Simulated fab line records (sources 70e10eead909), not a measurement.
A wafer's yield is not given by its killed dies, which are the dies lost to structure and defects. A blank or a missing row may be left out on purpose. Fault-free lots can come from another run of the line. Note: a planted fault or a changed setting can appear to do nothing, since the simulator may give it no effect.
2 desks, one fault | flow nand-harc | each desk has only its own numbers; what lay behind them comes last

## METROLOGY DESK
What the gauges read, lot by lot, whatever tool the lot ran on: means of the sampled wafers that have a number. If a lot's mean is further than 4 standard deviations from the usual mean, the lot is out of limits and carries the mark OUT (the distance appears in the brackets).
Columns: A = thk-nm at NHARC_A_BONDPAD_THK_MEAS_20, usual 170.2 nm
lot  | first seen here | A
L196 | day 18 03:09    | 170.0
L199 | day 18 06:19    | 169.1
L197 | day 18 14:05    | 169.7
L198 | day 18 14:38    | 170.4
L202 | day 19 07:32    | 170.5
L201 | day 19 08:11    | 170.1
L203 | day 19 19:28    | 170.2
L204 | day 20 04:30    | 168.6
L205 | day 20 05:38    | 170.9
L210 | day 22 01:51    | 170.0
L215 | day 22 16:02    | 171.1
L213 | day 22 22:25    | 170.1
L216 | day 23 02:10    | 170.1
L218 | day 23 17:25    | 171.3
This desk found nothing out of limits on any of the 14 lots.

## DESK OF THE TOOL OWNER: pecvd-01
The tool's own readings at NHARC_A_SGD_CUT_DEP_00 (deposits SiNx, target thk 50 nm): means of the sampled wafers that have a number, for each lot that ran on this tool. If a lot's mean is further than 4 standard deviations from the usual mean, the lot is out of limits and carries the mark OUT (the distance appears in the brackets).
Columns: A = heater-power-w at NHARC_A_SGD_CUT_DEP_00, usual 724 W
lot  | first seen here | A
L196 | day 14 00:02    | 717
L203 | day 15 02:55    | 781
L210 | day 17 21:17    | 791
L215 | day 18 03:38    | 738
L213 | day 18 07:47    | 773
This desk found nothing out of limits on any of the 5 lots.

## TAKEN TOGETHER
Nothing out of limits was seen by the metrology desk.
Nothing out of limits was seen by the tool owner's desk.

## WHAT THE SIMULATOR PUT IN
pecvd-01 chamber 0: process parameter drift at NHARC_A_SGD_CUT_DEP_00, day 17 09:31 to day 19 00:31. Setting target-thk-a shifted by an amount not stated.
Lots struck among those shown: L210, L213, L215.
